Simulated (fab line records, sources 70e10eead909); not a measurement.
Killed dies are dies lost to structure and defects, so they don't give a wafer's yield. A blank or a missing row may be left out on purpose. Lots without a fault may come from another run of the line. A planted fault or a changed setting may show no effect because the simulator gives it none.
fab line records | flow nand_harc
record lots=7 wafers=20 last_day=30
route steps=1302 shown A_SLIT@944 A_SIN_REMOVE@947 A_WL_FILL@952 A_CONTACT@983 END@1302
lots that met no fault: from a run of the same line without faults
start_h: hours from the record's first day to the start of the lot's first wafer shown | wait_h: hours since the lot's step before | " the same as in the row above | L1.1+2: a row that stands for several wafers | - no value, or no start given | * or withheld: withheld | < > ~ a bound
route shown NAME@n: a module of which the file shows steps, and the number in the route of the first | usual: mean/standard deviation of fault-free wafers | same: alike in all rows | chamber/n: place in a boat | sites: the reading at each site | _std_site: their standard deviation | _edge_site: outer sites' mean less inner sites' | radius_mm: how far each site lies from the wafer's centre | mask NAME#n: copy n | behind: the tool/chamber that last shaped the wafer | hold: why the lot was held/for how many hours/how that ended | device: the transistor (n, p or np) that didn't switch | end of line: the same wafers' tests at the end of the route | a step without rows: its recipe alone | killed: dies lost to structure and defects at the first sort, not the wafer's yield | map: a wafer's dies, x killed, . not, _ none there
set.NAME: the setting as run; set.NAME@STEP: as run at that earlier step | model.NAME: the simulator's own value behind a step, which no gauge read
lots at some steps of the route; a table a step, a row a wafer
services: from which hour (start_h, from the record's first day; less than 0 if before it) a tool's chamber was out of use, for how many hours, and why
## steps
# step NHARC_A_SLIT_PRECLEAN_19
# recipe time_s=* temp_c=50 bath_age_min=0 chemistry=SC1
# step NHARC_A_SLIT_SRD_20
# step NHARC_A_SLIT_CD_MEAS_21
# usual cd_nm=289.6/0.93
# columns lot.wafer tool chamber start_h wait_h cd_nm
L812.1 cd_sem-03 - 498.56 - 289.9
L812.3 " - " " 289.8
L812.5 " - " " 290.0
L814.2 cd_sem-02 - 526.08 - 291.6
L814.4 " - " " 290.2
L814.5 " - " " 291.4
L815.1 cd_sem-03 - 545.39 - 288.3
L815.3 " - " " 290.1
L815.6 " - " " 286.8
L819.2 cd_sem-01 - 569.95 - 289.9
L819.3 " - " " 290.0
L819.4 " - " " 290.3
L823.1 cd_sem-02 - 598.82 - 290.3
L823.2 " - " " 289.3
L823.4 " - " " 290.6
L822.1 cd_sem-03 - 600.87 - 288.7
L822.2 " - " " 288.3
L822.3 " - " " 289.4
L825.1 cd_sem-03 - 623.38 - 289.0
L825.2 " - " " 290.1
# step NHARC_A_SIN_REMOVE_WET_00
# recipe temp_c=160 time_s=15300 chemistry=H3PO4
# step NHARC_A_SIN_REMOVE_PRECLEAN_01
# recipe time_s=* temp_c=50 bath_age_min=0 chemistry=SC1
# step NHARC_A_SIN_REMOVE_SRD_02
# step NHARC_A_SIN_REMOVE_INSPECT_04
# usual raw_defect_count=394/80
# columns lot.wafer tool chamber start_h wait_h raw_defect_count
L812.1 defect_inspect-02 - 505.21 0.0 416
L812.3 " - " " 338
L812.5 " - " " 429
L814.2 defect_inspect-02 - 532.67 0.0 470
L814.4 " - " " 411
L814.5 " - " " 408
L815.1 defect_inspect-02 - 551.96 0.0 309
L815.3 " - " " 297
L815.6 " - " " 287
L819.2 defect_inspect-01 - 576.63 0.0 530
L819.3 " - " " 507
L819.4 " - " " 542
L823.1 defect_inspect-01 - 605.54 0.0 369
L823.2 " - " " 326
L823.4 " - " " 389
L822.1 defect_inspect-02 - 609.04 0.0 477
L822.2 " - " " 392
L822.3 " - " " 652
L825.1 defect_inspect-01 - 629.27 0.0 400
L825.2 " - " " 509
# step NHARC_A_WL_FILL_ALD_00
# recipe target_thk_a=30 pulse_time_s=3 ald_cycles=30 temp_c=300 material=Al2O3
# step NHARC_A_WL_FILL_RTA_01
# recipe temp_c=1000 time_s=5
# usual lamp_power_pct=31.5/2.6 lamp_zone_4_pct=31.5/2.6 lamp_zone_5_pct=31.5/2.6 lamp_zone_7_pct=32.0/2.7 wafer_temp_C_max=1003.2/0.92
# columns lot.wafer tool chamber start_h wait_h lamp_power_pct lamp_zone_4_pct lamp_zone_5_pct lamp_zone_7_pct wafer_temp_C_max
L812.1 rtp_anneal-02 0 505.54 - 33.9 34.0 33.9 34.5 1003.6
L812.3 " 0 " " 34.0 33.9 34.0 34.5 1002.7
L812.5 " 0 " " 33.9 34.0 33.9 34.5 1004.2
L814.2 rtp_anneal-02 0 533.02 - 33.9 33.9 33.9 34.4 1003.8
L814.4 " 0 " " 33.9 33.9 33.9 34.5 1003.8
L814.5 " 0 " " 33.9 33.9 33.9 34.5 1005.6
L815.1 rtp_anneal-02 0 552.50 - 33.9 33.9 33.9 34.5 1004.4
L815.3 " 0 " " 33.9 33.9 34.0 34.5 1002.8
L815.6 " 0 " " 33.9 33.9 34.0 34.5 1003.3
L819.2 rtp_anneal-02 0 576.98 - 33.9 33.9 34.0 34.5 1003.4
L819.3 " 0 " " 33.9 33.9 33.9 34.5 1003.3
L819.4 " 0 " " 33.9 33.9 33.9 34.5 1003.2
L823.1 rtp_anneal-01 0 605.87 - 28.7 28.7 28.7 29.1 1001.5
L823.2 " 0 " " 28.6 28.7 28.7 29.1 1001.7
L823.4 " 0 " " 28.7 28.7 28.6 29.1 1002.0
L822.1 rtp_anneal-01 0 609.37 - 28.6 28.7 28.7 29.1 1002.6
L822.2 " 0 " " 28.7 28.6 28.7 29.1 1001.9
L822.3 " 0 " " 28.7 28.7 28.7 29.1 1002.5
L825.1 rtp_anneal-01 0 629.60 - 28.7 28.7 28.7 29.1 1002.1
L825.2 " 0 " " 28.7 28.7 28.7 29.1 1002.0
# step NHARC_A_WL_FILL_ALD_02
# recipe target_thk_a=20 pulse_time_s=3 ald_cycles=100 temp_c=450 material=TiN
# step NHARC_A_WL_FILL_CVD_03
# recipe target_thk_a=400 temp_c=300 pressure_torr=40 wf6_flow_sccm=40 h2_flow_sccm=1600 ar_flow_sccm=1560 time_s=279 material=W
# usual heater_power_w=501/24 throttle_valve_pct=7.9/0.32
# columns lot.wafer tool chamber start_h wait_h heater_power_w throttle_valve_pct
L812.1 cvd_w-02 1 506.42 0.1 483 7.5
L812.3 " 0 " " 481 8.0
L812.5 " 1 " " 500 7.5
L814.2 cvd_w-02 1 533.65 0.1 503 7.8
L814.4 " 0 " " 467 7.8
L814.5 " 1 " " 495 7.8
L815.1 cvd_w-02 1 553.66 0.6 503 7.6
L815.3 " 0 " " 473 7.7
L815.6 " 1 " " 507 7.5
L819.2 cvd_w-01 0 577.65 0.1 523 8.0
L819.3 " 1 " " 503 8.3
L819.4 " 0 " " 527 7.6
L823.1 cvd_w-01 0 606.52 0.1 535 7.6
L823.2 " 1 " " 511 8.3
L823.4 " 0 " " 520 7.7
L822.1 cvd_w-01 0 610.03 0.1 539 7.7
L822.2 " 1 " " 520 8.6
L822.3 " 0 " " 539 7.7
L825.2 cvd_w-01 1 630.26 0.1 521 8.4
L825.1 " 0 " " 524 7.8
# step NHARC_A_WL_FILL_ETCHBACK_04
# recipe target_depth_a=600 time_s=120 chemistry=NF3
# step NHARC_A_WL_FILL_ETCHBACK_05
# recipe target_depth_a=220 time_s=60 temp_c=40 chemistry=Cl2/BCl3
# step NHARC_A_WL_FILL_STRIP_27
# recipe power_w=1500 temp_c=250 time_s=20 chemistry=N2/H2
# step NHARC_A_WL_FILL_STRIP_28
# recipe time_s=1200 temp_c=72.5 chemistry=post_etch_residue_remover
# step NHARC_A_WL_FILL_PRECLEAN_06
# recipe time_s=300 chemistry=DIW
# step NHARC_A_WL_FILL_SRD_07
# step NHARC_A_WL_FILL_ANNEAL_08
# recipe temp_c=450 time_s=1800
# step NHARC_A_WL_FILL_ALD_10
# recipe target_thk_a=500 pulse_time_s=10 ald_cycles=500 temp_c=300 material=SiO2
# usual heater_power_w=459/25 precursor_pulse_height_rel=1.001/0.021
# same pulse_time_s=10
# columns lot.wafer tool chamber start_h wait_h heater_power_w precursor_pulse_height_rel
L812.3 ald_hk-02 0 512.65 0.0 422 1.031
L812.1 " 1 " " 459 1.005
L812.5 " 1 515.26 2.7 464 0.979
L814.2 ald_hk-02 0 542.16 0.6 436 1.008
L814.4 " 1 " " 452 1.040
L814.5 " 0 544.23 2.6 444 1.021
L815.3 ald_hk-03 2 559.55 0.1 470 0.999
L815.1 " 0 560.57 1.1 490 0.976
L815.6 " 3 562.10 2.6 451 1.007
L819.3 ald_hk-04 2 584.25 0.6 442 1.023
L819.4 " 3 " " 487 1.002
L819.2 " 0 " " 422 0.988
L823.2 ald_hk-03 2 613.05 0.1 463 0.997
L823.4 " 3 " " 433 1.032
L823.1 " 1 614.61 1.7 395 0.990
L822.1 ald_hk-02 0 617.15 0.1 443 1.011
L822.3 " 1 " " 440 1.024
L822.2 " 3 618.70 1.6 471 0.988
L825.1 ald_hk-04 1 638.64 0.1 490 0.994
L825.2 " 2 " " 448 1.005
# step NHARC_A_WL_FILL_ETCHBACK_16
# recipe target_depth_a=1200 time_s=24 c4f8_flow_sccm=withheld o2_flow_sccm=8 ar_flow_sccm=withheld rf_w=600 bias_w=800 chemistry=C4F8/O2/Ar
# step NHARC_A_WL_FILL_STRIP_29
# recipe time_s=20 o2_flow_sccm=500 ar_flow_sccm=0 bias_w=0 chemistry=O2
# usual drypump_motor_current_A=5.5/0.37 oes_product_au=0.999/0.014 rf_vpp_V=57.9/0.83 showerhead_plenum_p_Torr=3.60/0.13 throttle_valve_pct=17.034/0.0094
# columns lot.wafer tool chamber start_h wait_h drypump_motor_current_A oes_product_au rf_hours_counter_h rf_vpp_V showerhead_plenum_p_Torr throttle_valve_pct
L812.3 rie_diel-07 3 517.43 0.1 5.5 1.021 1.2 56.9 3.78 17.025
L812.1 " 1 " " 5.1 0.995 1.2 59.0 3.61 17.042
L812.5 " 0 " " 5.3 1.018 - 57.6 3.67 17.037
L814.2 rie_diel-03 1 546.42 0.1 5.3 0.991 5.7 58.5 3.57 17.020
L814.5 " 2 " " 6.0 0.995 - 58.1 3.46 17.038
L814.4 " 1 " " 5.3 0.985 - 55.9 3.57 17.023
L815.1 rie_diel-07 2 564.25 0.1 5.3 0.971 3.0 58.3 3.75 17.046
L815.3 " 0 " " 5.4 1.004 3.0 57.4 3.66 17.044
L815.6 " 3 " " 5.5 1.018 - 59.7 3.78 17.031
L819.3 rie_diel-12 0 588.49 0.1 5.0 0.999 4.3 56.7 3.36 17.025
L819.2 " 1 " " 5.7 1.000 3.9 58.4 3.70 17.041
L819.4 " 1 " " 5.7 0.992 - 58.7 3.70 17.041
L823.1 rie_diel-03 3 617.82 0.1 5.2 0.992 6.0 59.0 3.69 17.048
L823.2 " 1 " " 5.3 0.999 8.5 58.3 3.57 17.040
L823.4 " 2 " " 6.0 0.987 7.9 57.7 3.46 17.035
L822.1 rie_diel-07 2 621.90 0.1 5.3 0.975 4.4 56.8 3.75 17.038
L822.3 " 3 " " 5.5 1.016 4.3 58.8 3.78 17.024
L822.2 " 0 " " 5.3 0.989 4.1 58.1 3.66 17.034
L825.2 rie_diel-07 3 643.43 0.1 5.4 1.008 5.4 57.7 3.78 17.022
L825.1 " 2 " " 5.3 0.977 5.4 58.3 3.75 17.026
# step NHARC_A_WL_FILL_ETCHBACK_17
# recipe target_depth_a=40 time_s=26.7 chemistry=Cl2/BCl3
# usual drypump_motor_current_A=5.72/0.2 he_backside_leak_sccm=3.3/0.3 oes_product_au=1.001/0.016
# columns lot.wafer tool chamber start_h wait_h drypump_motor_current_A he_backside_leak_sccm oes_product_au rf_hours_counter_h
L812.1 rie_metal-02 0 517.51 - 5.92 3.3 0.989 0.6
L812.3 " 1 " " 5.87 3.1 1.008 -
L812.5 " 0 " " 5.93 3.2 0.987 -
L814.2 rie_metal-01 1 546.53 - 5.83 3.5 1.019 2.2
L814.4 " 1 " " 5.86 3.6 1.011 -
L814.5 " 0 " " 5.48 3.2 1.025 -
L815.1 rie_metal-02 1 564.34 - 5.84 3.2 1.000 1.8
L815.3 " 1 " " 5.84 3.3 0.995 -
L815.6 " 0 " " 5.93 3.5 0.982 -
L819.2 rie_metal-03 0 588.58 - 5.30 3.1 1.023 1.4
L819.3 " 0 " " 5.31 3.2 1.016 -
L819.4 " 1 " " 5.64 3.6 0.987 -
L823.1 rie_metal-03 1 617.91 - 5.66 3.8 0.988 1.7
L823.2 " 1 " " 5.68 3.6 0.989 -
L823.4 " 1 " " 5.70 3.8 0.988 -
L822.1 rie_metal-01 1 621.99 - 5.86 3.7 1.026 0.5
L822.2 " 0 " " 5.51 2.9 1.004 0.5
L822.3 " 1 " " 5.86 3.7 1.027 -
L825.2 rie_metal-01 1 643.54 - 5.87 3.4 1.020 1.2
L825.1 " 0 " " 5.48 3.0 0.993 1.2
# step NHARC_A_WL_FILL_PRECLEAN_18
# recipe time_s=30 chemistry=dHF
# step NHARC_A_WL_FILL_SRD_21
# step NHARC_A_WL_FILL_CVD_23
# recipe target_thk_a=400 temp_c=620 pressure_mtorr=200 time_s=800 material=poly-Si
# step NHARC_A_WL_FILL_ETCHBACK_26
# recipe target_depth_a=520 time_s=13.3 hbr_flow_sccm=150 rf_w=350 icp_w=350 bias_w=60 chemistry=HBr
# step NHARC_A_WL_FILL_PRECLEAN_30
# recipe time_s=10 chemistry=dHF
# step NHARC_A_WL_FILL_SRD_14
# step NHARC_A_WL_FILL_ALD_19
# recipe target_thk_a=20 pulse_time_s=3 ald_cycles=100 temp_c=450 material=TiN
# step NHARC_A_WL_FILL_CVD_20
# recipe target_thk_a=1000 temp_c=400 pressure_torr=40 wf6_flow_sccm=40 h2_flow_sccm=1600 ar_flow_sccm=1560 time_s=74 material=W
# usual heater_power_w=901/42 throttle_valve_pct=7.9/0.31
# columns lot.wafer tool chamber start_h wait_h heater_power_w throttle_valve_pct
L812.1 cvd_w-02 1 - - 884 7.5
L812.3 " 0 " " 842 8.0
L812.5 " 1 " " 898 7.5
L814.2 cvd_w-02 1 - - 872 7.7
L814.4 " 1 " " 879 7.6
L814.5 " 0 " " 844 7.9
L815.1 cvd_w-02 0 - - 880 7.8
L815.3 " 1 " " 880 7.8
L815.6 " 0 " " 853 7.7
L819.2 cvd_w-02 1 - - 907 7.5
L819.3 " 1 " " 882 7.6
L819.4 " 0 " " 854 7.9
L823.1 cvd_w-01 0 - - 946 7.8
L823.2 " 1 " " 921 8.4
L823.4 " 0 " " 937 7.9
L822.1 cvd_w-01 1 - - 901 8.6
L822.2 " 0 " " 958 7.8
L822.3 " 0 " " 964 7.7
L825.2 cvd_w-01 0 - - 970 8.0
L825.1 " 1 " " 936 8.2
# step NHARC_A_WL_FILL_CMP_12
# recipe t_overpolish_s=30 target_thk_nm=100
# step NHARC_A_WL_FILL_SRD_31
# step NHARC_A_WL_FILL_INSPECT_15
# usual raw_defect_count=464/110
# columns lot.wafer tool chamber start_h wait_h raw_defect_count
L812.1 defect_inspect-02 - 523.91 0.0 390
L812.3 " - " " 463
L812.5 " - " " 597
L814.2 defect_inspect-02 - 552.89 0.0 409
L814.4 " - " " 344
L814.5 " - " " 477
L815.1 defect_inspect-01 - 570.71 0.0 381
L815.3 " - " " 322
L815.6 " - " " 504
L819.2 defect_inspect-01 - 595.67 0.0 478
L819.3 " - " " 422
L819.4 " - " " 339
L823.1 defect_inspect-02 - 624.38 0.0 693
L823.2 " - " " 617
L823.4 " - " " 466
L822.1 defect_inspect-01 - 628.55 0.0 450
L822.2 " - " " 480
L822.3 " - " " 523
L825.1 defect_inspect-01 - 649.81 0.0 506
L825.2 " - " " 402
# step NHARC_A_CONTACT_DEP_24
# recipe target_thk_a=5000 temp_c=400 pressure_torr=6.5 rf_w=900 teos_flow_sccm=161.4 flow_sccm=2650 target_thk_nm=500 gas=O2 material=SiO2
# step NHARC_A_CONTACT_DEP_28
# recipe target_thk_a=70000 temp_c=400 material=aC
# step NHARC_END_SORT_01
# recipe temp_c=25
# usual killed_at_array=54/17 killed_at_other=0.7/1 killed_at_periphery=3.7/2.9 killed_dies=58/16 killed_open=3.2/1.9 killed_short=2.2/1.5
# same gross_dies=677
# columns lot.wafer tool chamber start_h wait_h killed_at_array killed_at_other killed_at_periphery killed_dies killed_open killed_short
L819.3 prober-01 0 672.81 3.1 37 1 1 39 2 1
L819.4 prober-01 0 673.60 3.4 54 1 1 56 1 0
L823.1 prober-02 0 698.58 2.5 68 0 3 71 1 4
L823.2 prober-02 0 699.38 2.8 673 2 2 677 0 3
L823.4 prober-02 0 700.98 3.4 63 1 1 65 2 0
L822.2 prober-01 0 707.02 2.8 671 0 6 677 3 5
L825.1 prober-01 0 726.74 2.5 67 0 2 69 1 0
L825.2 prober-01 0 727.54 2.8 671 0 5 676 3 2
# killed by level:class
L819.3 A_CHANNEL_HOLE_D1:chamber_film_flake=23 A_CHANNEL_FILL_D1:chamber_film_flake=4 A_SLIT:chamber_film_flake=3 A_CHANNEL_FILL_D1:geometric_particle:open=1 A_WL_FILL:geometric_particle:short=1 A_M1:geometric_particle:open=1 P_GATE:chamber_film_flake=1 A_CHANNEL_FILL_D2:chamber_film_flake=1
L819.4 A_CHANNEL_HOLE_D1:chamber_film_flake=37 A_STAIRCASE:chamber_film_flake=4 A_CONTACT:chamber_film_flake=4 A_SLIT:chamber_film_flake=3 A_ZERO_WELL:chamber_film_flake=3 A_M1:chamber_film_flake=2 A_CONTACT:geometric_particle:open=1 P_GATE:chamber_film_flake=1
L823.1 A_SLIT:chamber_film_flake=33 A_CHANNEL_HOLE_D1:chamber_film_flake=24 A_STAIRCASE:chamber_film_flake=3 P_GATE:chamber_film_flake=2 A_CHANNEL_HOLE_D1:geometric_particle:short=1 A_ONON_D2:geometric_particle:short=1 A_CHANNEL_FILL_D2:geometric_particle:short=1 A_M0:geometric_particle:open=1
L823.2 A_WL_FILL:area_cvd=620 A_CHANNEL_HOLE_D1:chamber_film_flake=33 A_SLIT:chamber_film_flake=13 A_CONTACT:chamber_film_flake=2 THIN_TSV:chamber_film_flake=2 A_CHANNEL_FILL_D2:geometric_particle:short=1 A_STAIRCASE:geometric_particle:short=1 A_SGD_CUT:geometric_particle:short=1
L823.4 A_CHANNEL_HOLE_D1:chamber_film_flake=31 A_SLIT:chamber_film_flake=19 A_STAIRCASE:chamber_film_flake=4 A_CHANNEL_HOLE_D1:geometric_particle:open=2 A_CHANNEL_FILL_D2:chamber_film_flake=2 A_CONTACT:chamber_film_flake=2 P_ZERO_WELL:chamber_film_flake=1 A_WL_FILL:chamber_film_flake=1
L822.2 A_WL_FILL:area_cvd=629 A_CHANNEL_HOLE_D2:chamber_film_flake=17 A_CHANNEL_HOLE_D1:chamber_film_flake=7 P_BONDPAD:chamber_film_flake=4 A_CONTACT:chamber_film_flake=3 A_BLC:geometric_particle:open=2 A_CHANNEL_FILL_D1:chamber_film_flake=2 A_DECK1_JOINT:chamber_film_flake=2
L825.1 A_SLIT:chamber_film_flake=33 A_CHANNEL_HOLE_D2:chamber_film_flake=16 A_STAIRCASE:chamber_film_flake=7 A_CONTACT:chamber_film_flake=7 A_DECK1_JOINT:geometric_particle:open=1 P_ZERO_WELL:chamber_film_flake=1 P_GATE:chamber_film_flake=1 A_CHANNEL_HOLE_D1:chamber_film_flake=1
L825.2 A_WL_FILL:area_cvd=611 A_CHANNEL_HOLE_D2:chamber_film_flake=18 A_SLIT:chamber_film_flake=17 A_CONTACT:chamber_film_flake=8 A_CHANNEL_HOLE_D1:chamber_film_flake=5 A_STAIRCASE:chamber_film_flake=4 P_STI:chamber_film_flake=2 P_GATE:chamber_film_flake=2
# map L822.2 (x killed, . not)
____________x____________
_________xxxxxxx_________
_______xxxxxxxxxxx_______
______xxxxxxxxxxxxx______
_____xxxxxxxxxxxxxxx_____
____xxxxxxxxxxxxxxxxx____
____xxxxxxxxxxxxxxxxx____
___xxxxxxxxxxxxxxxxxxx___
___xxxxxxxxxxxxxxxxxxx___
__xxxxxxxxxxxxxxxxxxxxx__
__xxxxxxxxxxxxxxxxxxxxx__
_xxxxxxxxxxxxxxxxxxxxxxx_
_xxxxxxxxxxxxxxxxxxxxxxx_
_xxxxxxxxxxxxxxxxxxxxxxx_
_xxxxxxxxxxxxxxxxxxxxxxx_
_xxxxxxxxxxxxxxxxxxxxxxx_
xxxxxxxxxxxxxxxxxxxxxxxxx
xxxxxxxxxxxxxxxxxxxxxxxxx
xxxxxxxxxxxxxxxxxxxxxxxxx
xxxxxxxxxxxxxxxxxxxxxxxxx
xxxxxxxxxxxxxxxxxxxxxxxxx
_xxxxxxxxxxxxxxxxxxxxxxx_
_xxxxxxxxxxxxxxxxxxxxxxx_
_xxxxxxxxxxxxxxxxxxxxxxx_
_xxxxxxxxxxxxxxxxxxxxxxx_
_xxxxxxxxxxxxxxxxxxxxxxx_
__xxxxxxxxxxxxxxxxxxxxx__
__xxxxxxxxxxxxxxxxxxxxx__
___xxxxxxxxxxxxxxxxxxx___
___xxxxxxxxxxxxxxxxxxx___
____xxxxxxxxxxxxxxxxx____
____xxxxxxxxxxxxxxxxx____
_____xxxxxxxxxxxxxxx_____
______xxxxxxxxxxxxx______
_______xxxxxxxxxxx_______
_________xxxxxxx_________
____________x____________
# map L823.2 (x killed, . not)
____________x____________
_________xxxxxxx_________
_______xxxxxxxxxxx_______
______xxxxxxxxxxxxx______
_____xxxxxxxxxxxxxxx_____
____xxxxxxxxxxxxxxxxx____
____xxxxxxxxxxxxxxxxx____
___xxxxxxxxxxxxxxxxxxx___
___xxxxxxxxxxxxxxxxxxx___
__xxxxxxxxxxxxxxxxxxxxx__
__xxxxxxxxxxxxxxxxxxxxx__
_xxxxxxxxxxxxxxxxxxxxxxx_
_xxxxxxxxxxxxxxxxxxxxxxx_
_xxxxxxxxxxxxxxxxxxxxxxx_
_xxxxxxxxxxxxxxxxxxxxxxx_
_xxxxxxxxxxxxxxxxxxxxxxx_
xxxxxxxxxxxxxxxxxxxxxxxxx
xxxxxxxxxxxxxxxxxxxxxxxxx
xxxxxxxxxxxxxxxxxxxxxxxxx
xxxxxxxxxxxxxxxxxxxxxxxxx
xxxxxxxxxxxxxxxxxxxxxxxxx
_xxxxxxxxxxxxxxxxxxxxxxx_
_xxxxxxxxxxxxxxxxxxxxxxx_
_xxxxxxxxxxxxxxxxxxxxxxx_
_xxxxxxxxxxxxxxxxxxxxxxx_
_xxxxxxxxxxxxxxxxxxxxxxx_
__xxxxxxxxxxxxxxxxxxxxx__
__xxxxxxxxxxxxxxxxxxxxx__
___xxxxxxxxxxxxxxxxxxx___
___xxxxxxxxxxxxxxxxxxx___
____xxxxxxxxxxxxxxxxx____
____xxxxxxxxxxxxxxxxx____
_____xxxxxxxxxxxxxxx_____
______xxxxxxxxxxxxx______
_______xxxxxxxxxxx_______
_________xxxxxxx_________
____________x____________
## services
# columns tool chamber start_h hours kind
rie_metal-02 0 496.86 18.7 repair
cvd_w-01 - 502.83 0.7 repair
rie_diel-03 - 518.06 0.4 repair
rie_diel-03 3 518.64 14.7 repair
rie_metal-03 - 519.00 9.0 pm
rie_diel-12 - 520.04 0.2 repair
cvd_w-01 1 524.78 52.2 repair
rie_diel-03 0 525.98 24.6 repair
cvd_w-02 1 534.01 6.0 repair
cvd_w-01 - 547.66 13.0 pm
rie_diel-07 0 565.49 7.8 repair
ald_hk-03 - 570.98 0.6 repair
rie_metal-01 - 575.00 9.0 pm
rie_diel-12 2 580.06 41.3 repair
rie_diel-03 - 594.11 0.2 repair
ald_hk-03 - 600.88 1.0 repair
ald_hk-04 - 611.53 10.0 pm
rie_metal-03 0 611.70 14.2 repair
ald_hk-03 - 622.62 1.1 repair
rie_diel-03 0 623.79 17.6 repair
cvd_w-02 - 631.00 13.0 pm
rie_diel-03 - 635.45 9.0 pm
rie_metal-02 - 637.90 9.0 pm
rie_diel-07 - 648.20 9.0 pm
## key
first_sign step=NHARC_END_SORT_01 reading=killed_dies direction=up sigmas=38 usual=58 struck=677
effect step=NHARC_END_SORT_01 reading=killed_at_array direction=up sigmas=37 usual=54 struck=672
more_kills_born_at NHARC_A_WL_FILL_CVD_03@cvd_w-01=1860
met_at NHARC_A_WL_FILL_CVD_03
struck_wafers L822.2,L823.2,L825.2
later_rows_left_out L822.2,L823.2,L825.2
tester_left_out L822,L823,L825
onset_between 577.65 606.52
fault kind=process_parameter_drift tool=cvd_w-01 chamber=- onset_h=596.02 steps=NHARC_A_WL_FILL_CVD_03 channel=target_thk_a offset=* shape=step end_h=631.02 scope=struck_wafers_only acts_in=* stated=*
# tester_left_out: of these lots the tester's yield and bins aren't shown, on N5 and GAA mostly nor the transistor test; their killed dies are dies lost to structure and defects alone, not to doping, threshold or leakage, so they don't give the yield
# later_rows_left_out: the simulator's readings of these wafers behind a module that went badly wrong aren't trusted and aren't shown, but for the sort
